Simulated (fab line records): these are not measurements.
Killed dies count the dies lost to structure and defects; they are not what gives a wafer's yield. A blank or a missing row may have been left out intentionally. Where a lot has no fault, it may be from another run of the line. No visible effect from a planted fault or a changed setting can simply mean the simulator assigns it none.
fab line records	flow nandHarc
record: lots: 6	wafers: 18	lastDay: 32
route steps=1302 shown P_CONTACT@236 P_M0@253 END@1302
lots with no fault: from the same line, run without faults
startH: the number of hours between the record's first day and the start of the first shown wafer of the lot	waitH: how many hours have passed since the lot's step before this one	" unchanged from the row above	L1.1+2: several wafers, shown together as one row	- no value, or no start was given	* or withheld: withheld	< > ~ a bound
route shown NAME@n: names a module that has steps shown in the file, with the first one's number in the route	usual: average and standard deviation across the fault-free wafers	same: alike in all rows	chamber/n: place in a boat	sites: the reading at each site	_std_site: standard deviation across them	_edge_site: the outer-site mean with the inner-site mean subtracted	radiusMm: for every site, how far away it sits from the centre of the wafer	mask NAME#n: copy n	behind: tool/chamber where the wafer was last shaped	hold: what put the lot on hold/how long, in hours/how the hold closed	device: the n, p or np transistor that did not switch	end of line: at the end of the route, the tests of the same wafers	for a step that has no rows: nothing shown but its recipe	killed: count of dies lost to structure and defects at first sort (not the wafer's yield)	map: shows each die of a wafer: x if killed, . if not, _ if none is there
set.NAME: the setting the step ran with; set.NAME@STEP: the setting that earlier step ran with	model.NAME: the simulator's own value behind a step, which no gauge read
lots at selected steps of the route; one table per step, one row per wafer
services: a tool's chamber out of use, with start hour (startH, from the record's first day; less than 0 if before it), hours out, and reason
== steps ==
step: NHARC_P_CONTACT_ETCH_35
recipe: targetDepthA: 390	overEtchFrac: 0.3	timeS: 65	ionEnergyEv: 80	cf4FlowSccm: 150	arFlowSccm: 0	rfW: 300	biasW: 100	chemistry: CF4
step: NHARC_P_CONTACT_ETCH_36
recipe: targetDepthA: 2600	overEtchFrac: 0.25	timeS: 406.25	ionEnergyEv: 200	n2FlowSccm: 150	h2FlowSccm: 150	arFlowSccm: 0	rfW: 400	biasW: 150	chemistry: N2/H2
usual: drypumpMotorCurrentA: 5.9/0.46	h2FlowSccm: 149.9/0.43	oesProductAu: 0.998/0.012	rfVppV: 429.5/2.5	showerheadPlenumPTorr: 2.00/0.088	throttleValvePct: 14.172/0.0087
lot.wafer	tool	chamber	startH	waitH	drypumpMotorCurrentA	h2FlowSccm	oesProductAu	rfHoursCounterH	rfVppV	showerheadPlenumPTorr	throttleValvePct
L317.3	rieDiel-11	0	-	-	5.7	149.9	1.002	1.2	429.6	2.02	14.158
L317.2	"	3	"	"	6.4	149.4	1.021	1.3	426.7	1.95	14.174
L317.6	"	3	"	"	6.4	149.1	1.014	-	428.5	1.95	14.170
L322.4	rieDiel-08	3	-	-	5.8	149.2	0.998	3.4	435.0	2.15	14.163
L322.5	"	1	"	"	5.2	150.6	1.011	-	426.6	1.91	14.150
L322.6	"	2	"	"	5.7	150.1	1.007	-	429.1	1.99	14.169
L323.2	rieDiel-11	2	-	-	5.6	149.4	1.002	2.4	431.2	2.01	14.168
L323.4	"	3	"	"	6.4	150.0	0.987	3.1	428.6	1.95	14.177
L323.6	"	2	"	"	5.6	149.8	0.992	-	429.9	2.01	14.163
L330.1	rieDiel-11	0	-	-	5.7	149.3	1.000	0.1	430.2	2.02	14.168
L330.2	"	2	"	"	5.6	149.7	1.011	0.1	430.0	2.00	14.175
L330.5	"	0	"	"	5.7	150.0	1.009	-	430.3	2.02	14.178
L332.1	rieDiel-11	2	-	-	5.6	150.0	1.009	0.6	428.8	2.00	14.188
L332.2	"	3	"	"	6.4	149.7	1.013	0.5	428.1	1.95	14.176
L332.6	"	2	"	"	5.6	149.8	1.007	-	428.8	2.00	14.157
L337.4	rieDiel-11	2	-	-	5.6	150.2	0.995	2.3	430.0	2.00	14.158
L337.2	"	3	"	"	6.4	149.9	1.015	2.1	428.7	1.95	14.172
L337.6	"	2	"	"	5.6	150.3	0.990	-	429.3	2.00	14.154
step: NHARC_P_CONTACT_ETCH_18
recipe: targetDepthA: 4810	timeS: 240.5	c4f8FlowSccm: 20	o2FlowSccm: 10	arFlowSccm: withheld	rfW: 600	biasW: 1500	chemistry: C4F8/O2/Ar
step: NHARC_P_CONTACT_STRIP_37
recipe: c4f8FlowSccm: withheld	o2FlowSccm: 8	arFlowSccm: withheld	biasW: 0	chemistry: C4F8/O2/Ar
step: NHARC_P_CONTACT_ETCH_31
recipe: targetDepthA: 300	timeS: 85.7	ionEnergyEv: 120	overEtchFrac: 1	ch3fFlowSccm: 50	o2FlowSccm: 30	arFlowSccm: 200	rfW: 500	biasW: 100	chemistry: CH3F/O2
usual: drypumpMotorCurrentA: 5.9/0.45	oesProductAu: 0.976/0.017	rfVppV: 243.7/1.7	showerheadPlenumPTorr: 2.42/0.098	throttleValvePct: 20.663/0.008
lot.wafer	tool	chamber	startH	waitH	drypumpMotorCurrentA	oesProductAu	rfHoursCounterH	rfVppV	showerheadPlenumPTorr	throttleValvePct
L317.2	rieDiel-11	1	-	-	6.6	0.958	1.4	244.7	2.50	20.669
L317.3	"	3	"	"	6.4	1.008	1.6	241.6	2.36	20.654
L317.6	"	1	"	"	6.5	0.969	-	245.5	2.50	20.675
L322.4	rieDiel-08	0	-	-	6.3	0.975	3.5	241.7	2.30	20.668
L322.6	"	1	"	"	5.2	0.959	-	242.7	2.31	20.671
L322.5	"	2	"	"	5.7	0.970	-	242.9	2.41	20.665
L323.4	rieDiel-11	1	-	-	6.5	0.955	3.0	243.9	2.50	20.667
L323.2	"	3	"	"	6.4	0.970	3.3	242.5	2.36	20.663
L323.6	"	2	"	"	5.6	0.965	-	245.7	2.42	20.659
L330.2	rieDiel-11	3	-	-	6.4	0.984	0.2	242.8	2.36	20.667
L330.1	"	1	"	"	6.6	0.977	0.4	243.9	2.50	20.671
L330.5	"	3	"	"	6.4	0.994	-	242.9	2.36	20.661
L332.2	rieDiel-11	3	-	-	6.4	1.008	0.9	241.3	2.36	20.647
L332.1	"	1	"	"	6.5	0.969	0.8	244.2	2.50	20.656
L332.6	"	2	"	"	5.6	0.981	-	243.7	2.42	20.664
L337.2	rieDiel-11	3	-	-	6.4	1.006	2.2	243.4	2.36	20.665
L337.4	"	2	"	"	5.6	0.988	2.6	245.0	2.42	20.658
L337.6	"	0	"	"	5.7	0.991	-	244.2	2.43	20.661
step: NHARC_P_CONTACT_CD_MEAS_19
usual: cdNm: 89.6/2.6
lot.wafer	tool	chamber	startH	waitH	cdNm
L317.2	cdSem-02	-	131.44	-	92.7
L317.3	"	-	"	"	88.8
L317.6	"	-	"	"	92.9
L322.4	cdSem-03	-	179.19	-	94.6
L322.5	"	-	"	"	91.4
L322.6	"	-	"	"	87.3
L323.2	cdSem-03	-	185.96	-	91.0
L323.4	"	-	"	"	92.8
L323.6	"	-	"	"	90.6
L330.1	cdSem-02	-	265.57	-	91.0
L330.2	"	-	"	"	88.8
L330.5	"	-	"	"	90.4
L332.1	cdSem-01	-	282.15	-	89.0
L332.2	"	-	"	"	93.1
L332.6	"	-	"	"	91.7
L337.2	cdSem-01	-	329.24	-	89.2
L337.4	"	-	"	"	90.5
L337.6	"	-	"	"	91.1
step: NHARC_P_CONTACT_STRIP_28
recipe: o2FlowSccm: 500	arFlowSccm: 0	biasW: 0	chemistry: O2
step: NHARC_P_CONTACT_STRIP_29
recipe: timeS: 1200	tempC: 72.5	chemistry: postEtchResidueRemover
step: NHARC_P_CONTACT_DEGAS_38
recipe: tempC: 300	timeS: 60
step: NHARC_P_CONTACT_PRE_CLEAN_39
recipe: timeS: 19.5	biasV: 250	gas: Ar
step: NHARC_P_CONTACT_PVD_32
recipe: targetThkA: 50	chamberPressurePa: 5	powerW: 5000	substrateTempC: 200	timeS: 17.7	material: Ti
step: NHARC_P_CONTACT_ALD_22
recipe: targetThkA: 30	pulseTimeS: 1	aldCycles: 150	tempC: 450	material: TiN
usual: heaterPowerW: 1111/160	precursorPulseHeightRel: 0.995/0.02
lot.wafer	tool	chamber	startH	waitH	heaterPowerW	precursorPulseHeightRel
L317.2	aldMetal-04	1	132.39	-	924	0.983
L317.3	"	2	"	"	1051	0.983
L317.6	"	1	"	"	902	0.989
L322.6	aldMetal-01	1	180.21	-	970	1.015
L322.5	"	2	"	"	1005	1.046
L322.4	"	0	"	"	1345	0.999
L323.4	aldMetal-02	0	186.91	-	962	1.004
L323.2	"	1	"	"	1116	0.973
L323.6	"	0	"	"	975	1.021
L330.2	aldMetal-02	2	266.53	-	1345	0.999
L330.1	"	3	"	"	936	0.992
L330.5	"	2	"	"	1326	0.991
L332.1	aldMetal-02	2	283.12	-	1341	0.983
L332.2	"	3	"	"	959	0.963
L332.6	"	2	"	"	1328	1.002
L337.4	aldMetal-01	0	330.19	-	1352	0.988
L337.2	"	3	"	"	1032	0.988
L337.6	"	1	"	"	1002	1.021
step: NHARC_P_CONTACT_CVD_23
recipe: targetThkA: 2000	tempC: 300	pressureTorr: 40	wf6FlowSccm: 40	h2FlowSccm: 1600	arFlowSccm: 1560	timeS: 557	material: W
usual: heaterPowerW: 496/37	throttleValvePct: 8.08/0.17
lot.wafer	tool	chamber	startH	waitH	heaterPowerW	throttleValvePct
L317.2	cvdW-01	0	132.68	-	458	8.05
L317.3	"	1	"	"	536	7.92
L317.6	"	1	"	"	534	7.95
L322.4	cvdW-02	1	180.64	-	526	8.12
L322.6	"	0	"	"	465	8.05
L322.5	"	1	"	"	540	8.15
L323.2	cvdW-02	1	187.20	-	535	8.03
L323.4	"	0	"	"	472	8.28
L323.6	"	0	"	"	467	8.01
L330.1	cvdW-02	1	266.77	-	524	7.85
L330.2	"	0	"	"	465	8.50
L330.5	"	0	"	"	467	8.21
L332.1	cvdW-02	0	283.32	-	494	8.30
L332.2	"	1	"	"	521	7.94
L332.6	"	1	"	"	515	8.35
L337.2	cvdW-01	0	330.48	-	438	7.90
L337.4	"	0	"	"	438	8.06
L337.6	"	0	"	"	454	8.04
step: NHARC_P_CONTACT_CMP_24
recipe: tOverpolishS: 30	targetThkNm: 200
step: NHARC_P_CONTACT_SRD_26
step: NHARC_P_M0_DEP_00
recipe: targetThkA: 1500	targetThkNm: 150	tempC: withheld	pressureTorr: 5	flowSccm: 200	rfW: 600	material: SiOC
step: NHARC_P_M0_DEHYDRATE_01
recipe: tempC: 150	timeS: 120
step: NHARC_P_M0_HMDS_02
recipe: timeS: 30
step: NHARC_P_M0_COAT_33
recipe: tempC: 200	timeS: 65
step: NHARC_P_M0_COAT_03
recipe: spinRpm: 1500	resistThkNm: 90
step: NHARC_P_M0_SOFTBAKE_04
recipe: tempC: 105	timeS: 55
step: NHARC_P_M0_EBR_05
step: NHARC_P_M0_EXPOSE_06
recipe: na: 1.35	targetCdNm: 90	doseMj: 81.28	maskId: P_M0
step: NHARC_P_M0_PEB_07
recipe: pebTempC: 100	pebTimeS: 65
step: NHARC_P_M0_DEVELOP_08
recipe: developTimeS: 35	devTempC: 23
step: NHARC_P_M0_CD_MEAS_09
recipe: targetCdNm: 90	landingEnergyEv: 500
usual: cdNm: 89.9/0.76
lot.wafer	tool	chamber	startH	waitH	cdNm
L317.2	cdSem-01	0	134.43	-	89.2
L317.3	"	0	"	"	89.8
L317.6	"	0	"	"	90.1
L322.4	cdSem-01	0	182.21	-	89.6
L322.5	"	0	"	"	88.7
L322.6	"	0	"	"	89.7
L323.2	cdSem-01	0	189.11	-	89.3
L323.4	"	0	"	"	90.2
L323.6	"	0	"	"	89.8
L330.1	cdSem-03	0	268.59	-	91.6
L330.2	"	0	"	"	89.5
L330.5	"	0	"	"	91.2
L332.1	cdSem-02	0	285.27	-	89.1
L332.2	"	0	"	"	89.1
L332.6	"	0	"	"	90.0
L337.2	cdSem-01	0	332.22	-	91.5
L337.4	"	0	"	"	90.3
L337.6	"	0	"	"	90.9
step: NHARC_P_M0_OVL_MEAS_10
recipe: pitchNm: 180
usual: overlayXNm: 0.1/0.84	overlayYNm: -0.3/0.86
lot.wafer	tool	chamber	startH	waitH	overlayXNm	overlayYNm
L317.2	overlay-02	-	134.51	-	0.0	-1.0
L317.3	"	-	"	"	0.4	-1.6
L317.6	"	-	"	"	0.1	-0.8
L322.4	overlay-01	-	182.30	-	0.9	1.4
L322.5	"	-	"	"	0.9	1.6
L322.6	"	-	"	"	1.3	1.2
L323.2	overlay-01	-	189.20	-	-0.1	-0.2
L323.4	"	-	"	"	-0.1	-0.2
L323.6	"	-	"	"	-0.5	0.2
L330.1	overlay-01	-	268.68	-	-0.8	-1.4
L330.2	"	-	"	"	-1.3	-1.3
L330.5	"	-	"	"	-0.8	-1.5
L332.1	overlay-02	-	285.36	-	-0.5	0.9
L332.2	"	-	"	"	0.2	0.7
L332.6	"	-	"	"	-0.5	0.7
L337.2	overlay-01	-	332.31	-	-0.9	0.0
L337.4	"	-	"	"	-0.8	-0.3
L337.6	"	-	"	"	-0.1	-0.5
step: NHARC_P_M0_DESCUM_14
recipe: timeS: 3	o2FlowSccm: 200	arFlowSccm: 0	biasPowerW: 0	chemistry: O2
step: NHARC_P_M0_ETCH_34
recipe: targetDepthA: 400	overetchA: 120	timeS: 43.94	ionEnergyEv: 200	n2FlowSccm: 150	h2FlowSccm: 150	arFlowSccm: 0	rfW: 400	biasW: 150	chemistry: N2/H2
step: NHARC_P_M0_ETCH_15
recipe: targetDepthA: 1500	overetchA: 150	timeS: 82.5	c4f8FlowSccm: withheld	arFlowSccm: 400	rfW: 600	biasW: 300	chemistry: C4F8/Ar
usual: oesProductAu: 0.961/0.02	rfVppV: 440.2/2.4
lot.wafer	tool	chamber	startH	waitH	oesProductAu	rfHoursCounterH	rfVppV
L317.3	rieDiel-12	0	-	-	0.961	8	438.8
L317.2	"	1	"	"	0.964	8	440.9
L317.6	"	1	"	"	0.972	-	441.5
L322.4	rieDiel-12	1	-	-	0.984	20	440.6
L322.5	"	2	"	"	0.983	-	437.1
L322.6	"	3	"	"	0.963	-	442.9
L323.2	rieDiel-12	2	-	-	0.988	22	437.4
L323.4	"	1	"	"	0.972	-	443.3
L323.6	"	0	"	"	0.969	-	438.2
L330.1	rieDiel-03	2	-	-	0.923	43	443.4
L330.2	"	0	"	"	0.905	53	440.0
L330.5	"	2	"	"	0.917	-	443.5
L332.2	rieDiel-12	3	-	-	0.977	2	443.3
L332.1	"	0	"	"	0.990	2	437.9
L332.6	"	2	"	"	0.972	-	438.5
L337.4	rieDiel-03	1	-	-	0.955	10	442.3
L337.2	"	2	"	"	0.948	11	443.0
L337.6	"	2	"	"	0.947	-	443.2
step: NHARC_P_M0_CD_MEAS_16
usual: cdNm: 89.7/1.1
lot.wafer	tool	chamber	startH	waitH	cdNm
L317.2	cdSem-01	-	134.96	-	89.4
L317.3	"	-	"	"	90.9
L317.6	"	-	"	"	90.0
L322.4	cdSem-01	-	182.70	-	88.4
L322.5	"	-	"	"	87.9
L322.6	"	-	"	"	88.9
L323.2	cdSem-03	-	189.73	-	89.7
L323.4	"	-	"	"	89.7
L323.6	"	-	"	"	89.4
L330.1	cdSem-01	-	269.12	-	91.9
L330.2	"	-	"	"	89.6
L330.5	"	-	"	"	90.8
L332.1	cdSem-02	-	286.23	-	87.9
L332.2	"	-	"	"	89.1
L332.6	"	-	"	"	89.8
L337.2	cdSem-02	-	332.90	-	92.1
L337.4	"	-	"	"	91.1
L337.6	"	-	"	"	91.6
step: NHARC_P_M0_STRIP_18
recipe: powerW: 1000	n2FlowSccm: 150	h2FlowSccm: 150	arFlowSccm: 0	biasW: 0	chemistry: N2/H2
step: NHARC_P_M0_STRIP_19
recipe: timeS: 600	tempC: 30	chemistry: postEtchResidueRemover
step: NHARC_P_M0_DEGAS_28
recipe: tempC: 250	timeS: 60
step: NHARC_P_M0_PRE_CLEAN_29
recipe: timeS: 30	tempC: 280	gas: H2/He
usual: heaterPowerW: 413/50
lot.wafer	tool	chamber	startH	waitH	heaterPowerW
L317.3	pvdSputter-03	-	-	-	441
L317.2	"	-	"	"	526
L317.6	"	-	"	"	449
L322.4	pvdSputter-03	-	-	-	460
L322.5	"	-	"	"	439
L322.6	"	-	"	"	410
L323.2	pvdSputter-01	-	-	-	441
L323.4	"	-	"	"	387
L323.6	"	-	"	"	443
L330.2	pvdSputter-01	-	-	-	390
L330.1	"	-	"	"	394
L330.5	"	-	"	"	389
L332.2	pvdSputter-03	-	-	-	419
L332.1	"	-	"	"	499
L332.6	"	-	"	"	409
L337.2	pvdSputter-01	-	-	-	394
L337.4	"	-	"	"	412
L337.6	"	-	"	"	397
step: NHARC_P_M0_PVD_20
recipe: targetThkA: 50	biasV: 168.6	powerW: 15000	chamberPressurePa: 0.12	timeS: 8.06	substrateTempC: 50	material: TaN
step: NHARC_P_M0_PVD_21
recipe: targetThkA: 300	chamberPressurePa: 5	powerW: 5000	substrateTempC: 30	timeS: 20.49	material: Cu
step: NHARC_P_M0_ECD_22
recipe: targetThkA: 4000	bathTempC: 25	material: Cu
step: NHARC_P_M0_ANNEAL_30
recipe: tempC: 225	timeS: 90
step: NHARC_END_SORT_01
recipe: tempC: 25
usual: killedAtArray: 59/17	killedAtOther: 0.9/1.6	killedAtPeriphery: 3.7/2.3	killedDies: 64/17	killedOpen: 3.3/1.8	killedShort: 2.4/1.6
same: grossDies: 677
lot.wafer	tool	chamber	startH	waitH	killedAtArray	killedAtOther	killedAtPeriphery	killedDies	killedOpen	killedShort
L330.2	prober-01	0	709.17	2.8	49	0	32	81	3	3
L330.5	prober-01	0	711.56	3.7	55	1	38	94	7	5
L332.1	prober-02	0	714.80	2.5	57	0	34	91	3	2
killed by level:class
L330.2 A_SLIT:chamberFilmFlake=32 P_CONTACT:unspecified=27 A_CHANNEL_HOLE_D1:chamberFilmFlake=5 A_CONTACT:chamberFilmFlake=3 P_CONTACT:chamberFilmFlake=2 A_STAIRCASE:chamberFilmFlake=2 P_CONTACT:geometricParticle:open=1 A_ONON_D1:geometricParticle:open=1
L330.5 A_SLIT:chamberFilmFlake=30 P_CONTACT:unspecified=29 A_CONTACT:chamberFilmFlake=6 P_CONTACT:chamberFilmFlake=5 A_CHANNEL_HOLE_D1:chamberFilmFlake=4 A_STAIRCASE:chamberFilmFlake=4 A_CHANNEL_FILL_D2:geometricParticle:short=2 A_WL_FILL:geometricParticle:short=2
L332.1 P_CONTACT:unspecified=29 A_CHANNEL_HOLE_D1:chamberFilmFlake=27 A_CHANNEL_HOLE_D2:chamberFilmFlake=22 A_CONTACT:chamberFilmFlake=4 P_GATE:geometricParticle:open=1 P_CONTACT:geometricParticle:short=1 P_M0:geometricParticle:open=1 A_CHANNEL_HOLE_D1:geometricParticle:open=1
map L330.5 (x killed, . not)
____________.____________
_________......._________
_______..........._______
______.............______
_____..............._____
____.............x...____
____.......x.........____
___xx....x............___
___........x.xx.......___
__x....................__
__.........xx.x........__
_....x....xxxxxx........_
_.......x.x.xx.xx...x..._
_........xx.xxxxx......._
_..........xxxxx..x....._
_.........x.xx.........._
........x.x..x.....x.....
.....x.......x.x..x......
...x.....................
.........x...............
.x..xx.............x.....
_x...xx.x.......x......._
_....xxx..x............._
_....x.x................_
_....xx.x..............._
_...x.xxx.x............._
__....xx.x.............__
__....xxx..............__
___...x..x............___
___..xx..x............___
____.....xx..........____
____.....x..x........____
_____.......x.....x._____
______.....x.x.....______
_______..........._______
_________......._________
____________.____________
map L332.1 (x killed, . not)
____________.____________
_________......._________
_______..........._______
______.............______
_____..............x_____
____.................____
____.........x......x____
___.................xx___
___.......x.x.....xxxx___
__...........x.....xxxx__
__.........xxx....xxxxx__
_...........x.x.x.xxxxxx_
_.....x...xxx.......x..x_
_x..........x.x.x.....xx_
_...........x..x........_
_...........xxx.......x._
............xx.........x.
.........................
.x.......................
.........................
.....xx............x.....
_......................._
_....xx...x............._
_...xxxxx.x............._
_x...xxx................_
_...xxxxxx.............._
__..xxxx...............__
__....x..x.x...........__
___...x...............___
___x.x...x............___
____.................____
____........x........____
_____......x........_____
______.............______
_______..........._______
_________.x....._________
____________.____________
== services ==
tool	chamber	startH	hours	kind
rieDiel-11	2	121.75	11.2	repair
rieDiel-11	1	145.52	2.6	repair
pvdSputter-03	-	156.73	7.7	repair
pvdSputter-01	-	158.63	3.7	repair
pvdSputter-03	-	170.04	10.0	pm
rieDiel-12	-	174.34	0.3	repair
rieDiel-12	1	178.44	1.3	repair
aldMetal-02	-	185.37	0.9	repair
rieDiel-12	3	189.35	6.2	repair
pvdSputter-01	-	196.05	4.5	repair
rieDiel-11	0	202.45	3.7	repair
aldMetal-02	-	207.81	0.8	repair
pvdSputter-01	-	210.28	1.8	repair
pvdSputter-03	-	221.01	27.1	repair
pvdSputter-01	-	230.13	3.5	repair
rieDiel-12	0	232.95	4.6	repair
aldMetal-02	-	253.05	2.3	repair
cvdW-02	-	253.92	0.7	repair
rieDiel-11	-	255.51	9.0	pm
rieDiel-12	-	268.40	9.0	pm
cvdW-02	-	269.00	13.0	pm
rieDiel-12	1	303.13	10.8	repair
cvdW-02	0	327.92	7.6	repair
cvdW-02	-	331.86	0.6	repair
== key ==
firstSign: step: NHARC_END_SORT_01	reading: killedAtPeriphery	direction: up	sigmas: 13	usual: 3.7	struck: 34.7
moreKillsBornAt: NHARC_P_CONTACT_CVD_23@cvdW-02: 85
metAt NHARC_P_CONTACT_CVD_23
struckWafers L330.2,L330.5,L332.1
testerLeftOut L330,L332
onsetBetween 187.20 266.77
fault: kind: chamberParticleSource	tool: cvdW-02	chamber: 0	onsetH: 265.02	steps: NHARC_P_CONTACT_CVD_23	ratePerVisitCm2: 0.056181	endH: 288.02
testerLeftOut: of these lots the tester's yield and bins aren't shown, on N5 and GAA mostly nor the transistor test; their killed dies are dies lost to structure and defects alone, not to doping, threshold or leakage, so they don't give the yield
